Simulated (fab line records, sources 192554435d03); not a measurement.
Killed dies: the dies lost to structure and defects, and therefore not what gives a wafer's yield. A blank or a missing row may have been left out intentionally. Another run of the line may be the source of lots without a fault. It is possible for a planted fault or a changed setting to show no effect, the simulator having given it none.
fab line records	flow n5-finfet
[record] lots = 6	wafers = 18	last-day = 19
route steps=1938 shown GATE_CUT@478 BEOL_M4@1111 PASSIVATION@1936
lots that met no fault: from a run of the same line without faults
start-h: hours from the record's first day to the start of the lot's first wafer shown	wait-h: hours from the lot's prior step to this one	" unchanged from the row above	L1.1+2: one row covering several wafers at once	- value missing, or start not given	* or withheld: withheld	< > ~ a bound
route shown NAME@n: names a module that has steps shown in the file, with the first one's number in the route	usual: mean/standard deviation of fault-free wafers	same: alike in all rows	chamber/n: place in a boat	sites: per-site readings	_std_site: the values' standard deviation	_edge_site: mean of outer sites minus mean of inner sites	radius-mm: how far each site lies from the wafer's centre	mask NAME#n: copy n	behind: the most recent tool/chamber to have shaped the wafer	hold: the reason the lot was held/the length of the hold in hours/how it ended	device: which transistor (n, p or np) failed to switch	end of line: tests run on the same wafers once the route is complete	for a step that has no rows: nothing shown but its recipe	killed: the dies lost at the first sort to structure and to defects; this is not the yield of the wafer	map: per-die view of a wafer (x killed, . not killed, _ where there is no die)
set.NAME: setting as actually run; set.NAME@STEP: the setting as run at that earlier step	model.NAME: the simulator's own value behind a step, which no gauge read
lots at some steps of the route; a table a step, a row a wafer
services: from which hour (start-h, from the record's first day; less than 0 if before it) a tool's chamber was out of use, for how many hours, and why
[[steps]]
[step N5_GATE_CUT_COAT_34]
[recipe] resist = SOC	temp-c = 250	time-s = 60	spin-rpm = 1500	resist-thk-nm = 60
[step N5_GATE_CUT_COAT_35]
[recipe] resist = SiARC	temp-c = 220	time-s = 60	spin-rpm = 1500	resist-thk-nm = 10
[step N5_GATE_CUT_COAT_27]
[recipe] resist = underlayer	temp-c = 205	time-s = 60	spin-rpm = 1500	resist-thk-nm = 10
[step N5_GATE_CUT_COAT_07]
[recipe] resist = CAR-EUV	spin-rpm = 1500	resist-thk-nm = 30
[step N5_GATE_CUT_EBR_09]
[recipe] solvent = PGMEA	ebr-width-mm = 1.5
[step N5_GATE_CUT_SOFTBAKE_08]
[recipe] temp-c = 110	time-s = 60	resist = CAR-EUV
[step N5_GATE_CUT_EXPOSE_10]
[recipe] mask-id = GATE_CUT	na = 0.33	source-shape = annular	sigma-inner = 0.35	sigma-outer = 0.8	polarization = unpolarized	target-cd-nm = 20	dose-mj = 43.25
[step N5_GATE_CUT_PEB_11]
[recipe] peb-temp-c = 100	peb-time-s = 60	resist = CAR-EUV
[step N5_GATE_CUT_DEVELOP_12]
[recipe] develop-time-s = 30	developer = TMAH	resist = CAR-EUV	rinse-liquid = surfactant-rinse	dry = air-spin	dev-temp-c = 23
[step N5_GATE_CUT_CD_MEAS_13]
[recipe] target-cd-nm = 20	landing-energy-ev = 500	detector = se-inlens
[usual] cd-nm = 19.95/0.24
lot.wafer	tool	chamber	start-h	wait-h	cd-nm
L923.1	cd-sem-01	0	80.41	-	20.04
L923.4	"	0	"	"	19.86
L923.6	"	0	"	"	20.20
L930.1	cd-sem-01	0	125.95	-	19.99
L930.4	"	0	"	"	19.78
L930.6	"	0	"	"	20.44
L932.2	cd-sem-02	0	136.27	-	20.21
L932.4	"	0	"	"	19.98
L932.6	"	0	"	"	20.19
L935.2	cd-sem-03	0	160.67	-	19.27
L935.5	"	0	"	"	19.65
L935.6	"	0	"	"	19.55
L941.2	cd-sem-02	0	191.37	-	20.04
L941.3	"	0	"	"	20.12
L941.4	"	0	"	"	19.73
L946.1	cd-sem-03	0	220.88	-	20.41
L946.4	"	0	"	"	19.83
L946.6	"	0	"	"	19.96
[step N5_GATE_CUT_OVL_MEAS_14]
[recipe] points-per-wafer = 522
[usual] GATE_CUT_OVL = -0.1/0.63
lot.wafer	tool	chamber	start-h	wait-h	GATE_CUT_OVL[nm]
L923.1	overlay-01	0	80.44	0.0	-1.0
L923.4	"	0	"	"	0.0
L923.6	"	0	"	"	0.1
L930.1	overlay-01	0	125.98	0.0	1.2
L930.4	"	0	"	"	0.9
L930.6	"	0	"	"	0.0
L932.2	overlay-01	0	136.31	0.0	-0.6
L932.4	"	0	"	"	0.2
L932.6	"	0	"	"	-0.8
L935.2	overlay-02	0	160.71	0.0	0.1
L935.5	"	0	"	"	-0.8
L935.6	"	0	"	"	-0.6
L941.2	overlay-02	0	191.40	0.0	-0.6
L941.3	"	0	"	"	-0.4
L941.4	"	0	"	"	-0.1
L946.1	overlay-01	0	220.91	0.0	-0.5
L946.4	"	0	"	"	-0.5
L946.6	"	0	"	"	0.0
[step N5_GATE_CUT_INSPECT_15]
[recipe] mode = adi	inspect-instrument = brightfield
[usual] raw-defect-count = 122/37
lot.wafer	tool	chamber	start-h	wait-h	raw-defect-count
L923.1	defect-inspect-02	-	80.50	0.1	159
L923.4	"	-	"	"	153
L923.6	"	-	"	"	123
L930.1	defect-inspect-01	-	126.04	0.1	101
L930.4	"	-	"	"	117
L930.6	"	-	"	"	113
L932.2	defect-inspect-01	-	136.36	0.0	78
L932.4	"	-	"	"	99
L932.6	"	-	"	"	65
L935.2	defect-inspect-02	-	160.76	0.0	87
L935.5	"	-	"	"	113
L935.6	"	-	"	"	111
L941.2	defect-inspect-01	-	191.46	0.0	158
L941.3	"	-	"	"	84
L941.4	"	-	"	"	98
L946.1	defect-inspect-01	-	220.97	0.1	116
L946.4	"	-	"	"	107
L946.6	"	-	"	"	130
[step N5_GATE_CUT_DESCUM_18]
[recipe] chemistry = O2	time-s = 7	source-power-w = 50	bias-power-w = 20	pressure-mtorr = 20	rf-frequency-hz = 2.712e+07	temp-c = 40	resist = CAR-EUV	o2-flow-sccm = 225
[usual] chamber-pressure-mTorr = 19.999/0.02	drypump-motor-current-A = 5.7/0.59	oes-product-au = 0.83/0.097	rf-vpp-V = 243.4/1.5	showerhead-plenum-p-Torr = 2.10/0.073	throttle-valve-pct = 20.41/0.19
lot.wafer	tool	chamber	start-h	wait-h	chamber-pressure-mTorr	drypump-motor-current-A	oes-product-au	rf-hours-counter-h	rf-vpp-V	showerhead-plenum-p-Torr	throttle-valve-pct	model.CAR-EUV_of_GATE_CUT_COAT_07.thk-nm
L923.1	rie-diel-04	2	80.53	0.0	19.994	6.2	0.79	98	242.5	2.04	20.57	26.2
L923.4	"	0	"	"	19.992	5.3	0.69	-	241.2	1.98	20.56	26
L923.6	"	2	"	"	19.971	6.2	0.80	-	241.2	2.04	20.58	26
L930.1	rie-diel-04	1	126.28	0.2	19.992	5.9	0.78	129	245.1	2.19	20.46	26
L930.4	"	1	"	"	20.015	5.9	0.78	-	244.4	2.19	20.44	26
L930.6	"	2	"	"	19.972	6.2	0.78	-	243.3	2.03	20.62	26
L932.2	rie-diel-04	3	136.40	0.0	20.006	5.8	0.94	18	243.5	2.14	20.28	26
L932.4	"	2	"	"	20.006	6.2	0.79	120	241.4	2.03	20.62	26
L932.6	"	0	"	"	19.998	5.3	1.00	-	246.2	2.24	20.21	25
L935.2	rie-diel-04	3	160.95	0.2	20.028	5.9	0.91	25	244.2	2.14	20.26	26.2
L935.5	"	0	"	"	20.006	5.3	0.96	-	245.7	2.24	20.22	26.2
L935.6	"	1	"	"	19.986	5.9	0.78	-	245.7	2.18	20.47	25.2
L941.2	rie-diel-06	2	191.69	0.2	20.020	6.6	0.96	10	243.2	2.13	20.37	26
L941.3	"	0	"	"	19.974	6.3	0.91	27	242.4	2.14	20.18	26
L941.4	"	3	"	"	19.983	5.1	0.72	204	241.1	1.99	20.81	26.2
L946.1	rie-diel-06	2	221.27	0.3	19.969	6.6	0.93	19	243.9	2.13	20.38	26
L946.4	"	1	"	"	20.009	5.0	0.72	212	241.9	2.08	20.54	26.2
L946.6	"	1	"	"	20.003	5.0	0.72	-	244.3	2.08	20.53	26
[step N5_GATE_CUT_ETCH_28]
[recipe] chemistry = N2/H2	target = underlayer	target-depth-a = 130	mask-material = CAR-EUV	time-s = 10.4	ion-energy-ev = 200	pressure-mtorr = 30	source-w = 840	bias-w = 150	n2-flow-sccm = 200	h2-flow-sccm = 200	ends = cleared
[usual] chamber-pressure-mTorr = 29.999/0.028	drypump-motor-current-A = 5.7/0.6	etch-rf-on-time-s = 10.35/0.17	oes-product-au = 0.71/0.083	rf-vpp-V = 524.2/2.6	showerhead-plenum-p-Torr = 2.55/0.09	throttle-valve-pct = 17.85/0.19
lot.wafer	tool	chamber	start-h	wait-h	chamber-pressure-mTorr	drypump-motor-current-A	etch-rf-on-time-s	oes-product-au	rf-hours-counter-h	rf-vpp-V	showerhead-plenum-p-Torr	throttle-valve-pct
L923.1	rie-diel-04	2	80.57	0.0	30.052	6.2	10.42	0.69	98	522.1	2.46	18.02
L923.4	"	0	"	"	29.990	5.3	10.60	0.59	-	520.9	2.40	17.98
L923.6	"	2	"	"	29.978	6.2	10.38	0.69	-	521.2	2.46	18.02
L930.1	rie-diel-04	1	126.31	0.0	30.037	5.9	10.20	0.67	129	526.7	2.66	17.90
L930.4	"	1	"	"	29.967	5.9	10.20	0.67	-	527.2	2.66	17.88
L930.6	"	2	"	"	29.965	6.2	10.45	0.66	-	522.3	2.45	18.08
L932.2	rie-diel-04	3	136.43	0.0	30.002	5.8	10.28	0.80	18	526.0	2.59	17.63
L932.4	"	2	"	"	30.013	6.2	10.37	0.67	120	521.1	2.45	18.05
L932.6	"	0	"	"	30.003	5.4	10.37	0.85	-	530.3	2.72	17.58
L935.2	rie-diel-04	3	160.99	0.0	30.039	5.8	10.32	0.78	25	523.5	2.59	17.63
L935.5	"	0	"	"	29.975	5.4	10.43	0.81	-	530.0	2.72	17.58
L935.6	"	1	"	"	29.985	5.9	10.32	0.66	-	526.3	2.66	17.92
L941.2	rie-diel-06	2	191.72	0.0	30.039	6.6	10.10	0.81	10	524.4	2.60	17.89
L941.3	"	0	"	"	30.023	6.3	10.20	0.77	27	524.6	2.60	17.66
L941.4	"	3	"	"	29.952	5.1	10.55	0.61	204	520.6	2.42	18.26
L946.1	rie-diel-06	2	221.30	0.0	30.051	6.6	10.02	0.79	19	524.9	2.60	17.90
L946.4	"	1	"	"	29.976	5.0	10.64	0.62	212	521.8	2.51	17.89
L946.6	"	1	"	"	29.973	5.0	10.47	0.61	-	522.6	2.51	17.89
[step N5_GATE_CUT_ETCH_36]
[recipe] chemistry = CF4	target = SiARC	target-depth-a = 130	mask-material = CAR-EUV	time-s = 21.7	ion-energy-ev = 80	pressure-mtorr = 40	source-w = 545	bias-w = 36	Ar_flow_sccm = 100	cf4-flow-sccm = 100	ends = cleared
[usual] chamber-pressure-mTorr = 40.00/0.1	drypump-motor-current-A = 5.7/0.59	etch-rf-on-time-s = 21.6/0.39	oes-product-au = 0.70/0.084	rf-vpp-V = 184.2/1.3	showerhead-plenum-p-Torr = 2.15/0.071	throttle-valve-pct = 15.58/0.21
lot.wafer	tool	chamber	start-h	wait-h	chamber-pressure-mTorr	drypump-motor-current-A	etch-rf-on-time-s	oes-product-au	rf-hours-counter-h	rf-vpp-V	showerhead-plenum-p-Torr	throttle-valve-pct	model.CAR-EUV_of_GATE_CUT_COAT_07.thk-nm
L923.1	rie-diel-04	2	80.59	0.0	39.94	6.2	21.7	0.68	98	183.0	2.09	15.71	7
L923.4	"	0	"	"	40.02	5.4	21.8	0.59	-	184.5	2.03	15.79	6.8
L923.6	"	2	"	"	40.02	6.2	21.6	0.68	-	183.4	2.09	15.72	7
L930.1	rie-diel-04	1	126.33	0.0	39.99	5.9	21.2	0.67	129	185.5	2.24	15.66	6.8
L930.4	"	1	"	"	40.00	5.9	21.3	0.67	-	184.4	2.24	15.66	6.8
L930.6	"	2	"	"	39.99	6.2	22.0	0.67	-	182.5	2.08	15.73	7
L932.2	rie-diel-04	3	136.45	0.0	39.95	5.8	21.2	0.80	18	184.3	2.19	15.35	6.8
L932.4	"	2	"	"	39.99	6.2	21.8	0.66	120	183.6	2.08	15.75	7
L932.6	"	0	"	"	39.99	5.4	21.4	0.86	-	187.4	2.28	15.29	5.8
L935.2	rie-diel-04	3	161.01	0.0	40.01	5.8	21.7	0.77	25	184.4	2.18	15.36	7
L935.5	"	0	"	"	39.97	5.4	21.8	0.83	-	185.7	2.27	15.31	7
L935.6	"	1	"	"	39.94	5.9	21.2	0.66	-	184.2	2.23	15.65	6
L941.2	rie-diel-06	2	191.74	0.0	39.98	6.6	21.1	0.81	10	184.2	2.19	15.56	7
L941.3	"	0	"	"	39.96	6.3	21.1	0.78	27	185.1	2.19	15.32	7
L941.4	"	3	"	"	40.00	5.1	21.9	0.61	204	181.9	2.04	15.97	7
L946.1	rie-diel-06	2	221.32	0.0	40.01	6.6	21.1	0.79	19	184.0	2.19	15.56	7
L946.4	"	1	"	"	39.95	5.0	22.1	0.61	212	183.8	2.12	15.68	7
L946.6	"	1	"	"	40.07	4.9	22.0	0.61	-	181.8	2.12	15.69	7
[step N5_GATE_CUT_ETCH_37]
[recipe] chemistry = N2/H2	target = SOC	target-depth-a = 600	overetch-a = 120	mask-material = SiARC	temp-c = 40	time-s = 90	ion-energy-ev = 200	pressure-mtorr = 30	source-w = 840	bias-w = 150	n2-flow-sccm = 200	h2-flow-sccm = 200
[usual] chamber-pressure-mTorr = 29.998/0.027	drypump-motor-current-A = 5.7/0.6	oes-product-au = 0.74/0.082	rf-vpp-V = 524.2/2.5	showerhead-plenum-p-Torr = 2.55/0.09	throttle-valve-pct = 17.82/0.19
lot.wafer	tool	chamber	start-h	wait-h	chamber-pressure-mTorr	drypump-motor-current-A	oes-product-au	rf-hours-counter-h	rf-vpp-V	showerhead-plenum-p-Torr	throttle-valve-pct
L923.1	rie-diel-04	2	80.61	0.0	30.050	6.2	0.72	98	520.6	2.46	17.98
L923.4	"	0	"	"	30.013	5.4	0.63	-	521.8	2.40	17.97
L923.6	"	2	"	"	29.962	6.2	0.72	-	520.3	2.46	18.00
L930.1	rie-diel-04	1	126.36	0.0	30.045	5.9	0.69	129	527.5	2.66	17.89
L930.4	"	1	"	"	30.009	5.9	0.69	-	527.7	2.66	17.85
L930.6	"	2	"	"	30.068	6.2	0.70	-	520.9	2.45	18.03
L932.2	rie-diel-04	3	136.48	0.0	30.047	5.9	0.83	18	525.7	2.59	17.60
L932.4	"	2	"	"	30.008	6.2	0.70	120	521.5	2.45	18.04
L932.6	"	0	"	"	30.015	5.4	0.89	-	529.2	2.72	17.56
L935.2	rie-diel-04	3	161.03	0.0	29.958	5.8	0.81	25	524.9	2.59	17.61
L935.5	"	0	"	"	29.980	5.4	0.86	-	528.9	2.72	17.55
L935.6	"	1	"	"	30.044	5.9	0.69	-	527.5	2.66	17.90
L941.2	rie-diel-06	2	191.77	0.0	29.973	6.6	0.84	10	526.3	2.60	17.86
L941.3	"	0	"	"	29.991	6.3	0.81	27	525.2	2.60	17.64
L941.4	"	3	"	"	29.960	5.1	0.64	204	519.9	2.42	18.21
L946.1	rie-diel-06	2	221.35	0.0	30.048	6.6	0.82	19	525.7	2.60	17.87
L946.4	"	1	"	"	29.971	4.9	0.66	212	523.1	2.51	17.86
L946.6	"	1	"	"	30.001	4.9	0.66	-	523.1	2.51	17.87
[step N5_BEOL_M4_RC_MEAS_101]
[usual] DIBL_N = 36.4/1.4	DIBL_P = 36.4/1.5	IOFF_N = 0.156/0.022	IOFF_P = 0.210/0.023	ION_N = 675/9.1	ION_P = 463/5.7	SS_N = 71.6/0.45	SS_P = 73.3/0.56	VT_N = 250/3.1	VT_P = -250.3/2.3
lot.wafer	tool	chamber	start-h	wait-h	DIBL_N[mV/V]	DIBL_P[mV/V]	IOFF_N[nA/um]	IOFF_P[nA/um]	ION_N[uA/um]	ION_P[uA/um]	SS_N[mV/dec]	SS_P[mV/dec]	VT_N[mV]	VT_P[mV]
L923.1	prober-01	0	198.31	0.0	37.2	35.0	0.148	0.237	669	463	71.4	72.9	252	-249.4
L923.4	"	0	"	"	38.8	36.1	0.167	0.237	666	463	72.0	74.2	251	-248.5
L923.6	"	0	"	"	36.1	33.2	0.125	0.192	658	459	72.0	72.3	255	-250.7
L930.1	prober-02	0	234.37	0.0	37.4	37.3	0.156	0.211	669	464	72.4	73.7	249	-252.6
L930.4	"	0	"	"	38.2	37.2	0.164	0.203	678	456	72.1	73.3	251	-254.0
L930.6	"	0	"	"	37.3	37.2	0.151	0.194	664	451	71.3	73.2	251	-254.2
L932.2	prober-01	0	249.31	0.2	35.5	35.9	0.131	0.182	667	459	71.7	72.6	256	-250.9
L932.4	"	0	"	"	35.2	36.1	0.131	0.184	666	454	71.9	72.8	258	-252.4
L932.6	"	0	"	"	35.7	36.6	0.135	0.188	669	458	71.7	72.8	255	-252.5
L935.2	prober-01	0	257.46	0.2	34.8	34.8	0.123	0.179	656	450	71.4	73.2	256	-254.4
L935.5	"	0	"	"	36.0	36.2	0.136	0.194	660	464	71.5	74.0	255	-252.4
L935.6	"	0	"	"	37.7	37.9	0.170	0.232	671	461	72.1	73.5	252	-250.2
L941.2	prober-02	0	306.25	0.2	38.1	36.5	0.167	0.231	679	466	71.3	73.3	251	-248.7
L941.3	"	0	"	"	36.9	35.3	0.149	0.216	675	465	71.3	72.9	251	-249.1
L941.4	"	0	"	"	36.9	35.2	0.148	0.219	671	469	71.4	72.7	254	-251.0
L946.1	prober-02	0	342.18	0.0	34.4	34.2	0.117	0.185	655	450	71.2	72.3	256	-249.0
L946.4	"	0	"	"	34.6	35.9	0.135	0.201	662	464	71.7	73.5	251	-250.3
L946.6	"	0	"	"	35.1	35.6	0.128	0.197	657	463	71.3	73.3	256	-251.1
[step N5_PASSIVATION_PROBE_49]
[usual] defect-limited-yield = 91.5/1.3	killed_at_M0_to_M3 = 33/10	killed_at_M4_up = 13/4	killed-at-contacts = 12/6.3	killed-at-front-end = 39/11	killed-at-other = 3.4/2.6	killed-dies = 100/15	killed-open = 65/11	killed-short = 34/7.8	sort_bin_5_function = 5.0/0.89	sort_bin_6_memory = 3.2/0.58	sort-n-pass = 1080/15	sort-yield-pct = 91.5/1.3
[same] gross-dies = 1180	killed-at-back-side = 0	sort_bin_4_leakage[%] = 0	sort_bin_8_speed[%] = 0
lot.wafer	tool	chamber	start-h	wait-h	defect-limited-yield[%]	killed_at_M0_to_M3	killed_at_M4_up	killed-at-contacts	killed-at-front-end	killed-at-other	killed-dies	killed-open	killed-short	sort_bin_5_function[%]	sort_bin_6_memory[%]	sort-n-pass	sort-yield-pct[%]
L923.1	prober-01	-	299.04	0.0	91.2	40	12	22	24	6	104	78	26	5.4	3.2	1076	91.2
L923.4	prober-01	-	299.19	0.2	93.1	18	15	13	35	1	82	51	29	4.0	2.7	1098	93.1
L923.6	prober-01	-	299.29	0.3	90.2	30	9	21	50	6	116	74	42	6.1	3.1	1064	90.2
L930.1	prober-02	-	352.21	0.1	92.8	29	13	7	29	7	85	58	26	4.3	2.5	1095	92.8
L930.4	prober-02	-	352.36	0.2	90.6	36	17	14	40	4	111	68	41	5.0	3.6	1069	90.6
L930.6	prober-02	-	352.46	0.3	91.7	34	13	10	41	0	98	56	40	4.3	3.3	1082	91.7
L932.2	prober-02	-	361.97	0.1	90.8	30	11	10	49	9	109	80	29	6.0	2.8	1071	90.8
L932.4	prober-02	-	362.07	0.2	89.7	40	9	14	56	2	121	70	47	5.6	4.0	1059	89.7
L932.6	prober-02	-	362.17	0.3	93.6	14	7	12	34	9	76	46	27	4.5	1.7	1104	93.6
L946.1	prober-01	-	444.97	0.0	91.4	26	11	8	54	3	102	71	30	4.7	3.4	1078	91.4
L946.4	prober-01	-	445.12	0.2	93.6	26	10	16	19	5	76	50	26	3.6	2.6	1104	93.6
L946.6	prober-01	-	445.22	0.3	92.5	28	2	19	31	8	88	56	31	4.5	2.8	1092	92.5
// killed by level:class
L923.1 MOL_CONTACT_COAG:geometric-particle:open=15 BEOL_M2:geometric-particle:open=11 BEOL_M3:geometric-particle:open=11 STI_FIN_REVEAL:geometric-particle:open=8 FIN_SAQP:geometric-particle:open=7 MOL_CONTACT_COAG:geometric-particle:short=7 BEOL_M4:geometric-particle:open=6 BEOL_M0_SAQP:geometric-particle:short=5
L923.4 FIN_SAQP:geometric-particle:open=15 MOL_CONTACT_COAG:geometric-particle:open=9 BEOL_M4:geometric-particle:open=6 FIN_SAQP:geometric-particle:short=5 MOL_CONTACT_COAG:geometric-particle:short=4 BEOL_M2:geometric-particle:open=4 STARTING-WAFER:geometric-particle:short=4 BEOL_M0_SAQP:geometric-particle:open=3
L923.6 MOL_CONTACT_COAG:geometric-particle:open=17 BEOL_M2:geometric-particle:open=15 STI_FIN_REVEAL:geometric-particle:open=11 FIN_SAQP:geometric-particle:open=8 STI_FIN_REVEAL:geometric-particle:short=7 FIN_SAQP:geometric-particle:short=6 BEOL_M2:geometric-particle:short=6 PASS1_CAP:geometric-particle:short=6
L930.1 BEOL_M1:geometric-particle:open=8 BEOL_M0_SAQP:geometric-particle:open=7 STI_FIN_REVEAL:geometric-particle:open=5 MOL_CONTACT_COAG:geometric-particle:open=5 BEOL_M4:geometric-particle:open=5 FIN_SAQP:geometric-particle:open=4 BEOL_M3:geometric-particle:open=4 PASS1_DEP:geometric-particle:short=4
L930.4 MOL_CONTACT_COAG:geometric-particle:open=11 BEOL_M0_SAQP:geometric-particle:short=10 FIN_SAQP:geometric-particle:short=7 BEOL_M0_SAQP:geometric-particle:open=7 BEOL_M1:geometric-particle:open=6 STI_FIN_REVEAL:geometric-particle:open=5 GATE_CUT:geometric-particle:short=5 BEOL_M2:geometric-particle:open=5
L930.6 FIN_SAQP:geometric-particle:short=9 MOL_CONTACT_COAG:geometric-particle:open=9 BEOL_M3:geometric-particle:open=7 BEOL_M2:geometric-particle:short=6 BEOL_M0_SAQP:geometric-particle:open=5 STI_FIN_REVEAL:geometric-particle:open=5 GATE_CUT:geometric-particle:short=5 FIN_CUT:geometric-particle:short=4
L932.2 BEOL_M3:geometric-particle:open=12 MOL_CONTACT_COAG:geometric-particle:open=8 FIN_SAQP:geometric-particle:open=7 BEOL_M2:geometric-particle:open=7 ILD0:geometric-particle:short=6 DUMMY_GATE:geometric-particle:open=5 ILD0:geometric-particle:open=5 STARTING-WAFER:geometric-particle:open=5
L932.4 FIN_SAQP:geometric-particle:short=17 FIN_SAQP:geometric-particle:open=12 MOL_CONTACT_COAG:geometric-particle:open=10 BEOL_M0_SAQP:geometric-particle:open=9 BEOL_M2:geometric-particle:open=8 BEOL_M0_SAQP:geometric-particle:short=7 BEOL_M1:geometric-particle:short=6 BEOL_M3:geometric-particle:open=6
L932.6 MOL_CONTACT_COAG:geometric-particle:open=11 FIN_SAQP:geometric-particle:short=8 DUMMY_GATE:geometric-particle:open=6 BEOL_M2:geometric-particle:open=6 FIN_SAQP:geometric-particle:open=5 MIM_TOP:geometric-particle:short=4 ILD0:geometric-particle:short=3 BEOL_M0_SAQP:geometric-particle:short=3
L946.1 FIN_SAQP:geometric-particle:open=19 FIN_SAQP:geometric-particle:short=11 BEOL_M2:geometric-particle:open=9 MOL_CONTACT_COAG:geometric-particle:open=7 ILD0:geometric-particle:open=5 STARTING-WAFER:geometric-particle:open=5 BEOL_M0_SAQP:geometric-particle:open=4 BEOL_M1:geometric-particle:open=4
L946.4 MOL_CONTACT_COAG:geometric-particle:open=14 BEOL_M2:geometric-particle:open=12 BEOL_M0_SAQP:geometric-particle:short=6 FIN_SAQP:geometric-particle:short=4 BEOL_M4:geometric-particle:open=4 STI_FIN_REVEAL:geometric-particle:open=3 GATE_CUT:geometric-particle:short=3 BEOL_M0_SAQP:geometric-particle:open=3
L946.6 MOL_CONTACT_COAG:geometric-particle:open=15 BEOL_M2:geometric-particle:open=12 FIN_SAQP:geometric-particle:short=7 DUMMY_GATE:geometric-particle:open=7 BEOL_M0_SAQP:geometric-particle:open=5 FIN_SAQP:geometric-particle:open=4 MOL_CONTACT_COAG:geometric-particle:short=4 MIM_BOT:geometric-particle:short=4
[[services]]
tool	chamber	start-h	hours	kind
rie-diel-06	2	57.16	4.2	repair
rie-diel-04	3	71.71	-	clean
rie-diel-04	3	71.71	-	consumable-replace:focus-ring
rie-diel-04	3	71.71	15.5	scheduled-down
rie-diel-04	3	71.71	15.5	vent-cycle
rie-diel-06	0	73.30	-	clean
rie-diel-06	0	73.30	-	consumable-replace:focus-ring
rie-diel-06	0	73.30	18.6	scheduled-down
rie-diel-06	0	73.30	18.6	vent-cycle
rie-diel-06	-	92.89	0.4	repair
rie-diel-04	0	109.09	-	clean
rie-diel-04	0	109.09	-	consumable-replace:focus-ring
rie-diel-04	0	109.09	-	consumable-replace:showerhead
rie-diel-04	0	109.09	20.5	scheduled-down
rie-diel-04	0	109.09	20.5	vent-cycle
rie-diel-06	2	114.51	5.9	repair
rie-diel-06	-	116.53	12.6	repair
rie-diel-06	2	130.34	-	clean
rie-diel-06	2	130.34	-	consumable-replace:focus-ring
rie-diel-06	2	130.34	22.1	scheduled-down
rie-diel-06	2	130.34	22.1	vent-cycle
rie-diel-06	1	183.64	4.6	repair
rie-diel-06	-	213.84	2.8	pm
[[key]]
first-sign none at tools or gauges
[model-effect] step = N5_GATE_CUT_DESCUM_18	value = CAR-EUV_of_GATE_CUT_COAT_07.thk-nm	without = 26.1	struck = 25.1
[model-effect] step = N5_GATE_CUT_ETCH_36	value = CAR-EUV_of_GATE_CUT_COAT_07.thk-nm	without = 6.9	struck = 5.9
met-at N5_GATE_CUT_DESCUM_18
struck-wafers L932.6,L935.6
onset-between 126.28 136.40
[fault] kind = process-parameter-drift	tool = rie-diel-04	chamber = -	onset-h = 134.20	steps = N5_GATE_CUT_DESCUM_18	channel = time-s	offset = *	shape = step	end-h = 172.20	scope = struck-wafers-only	acts-in = *	stated = *
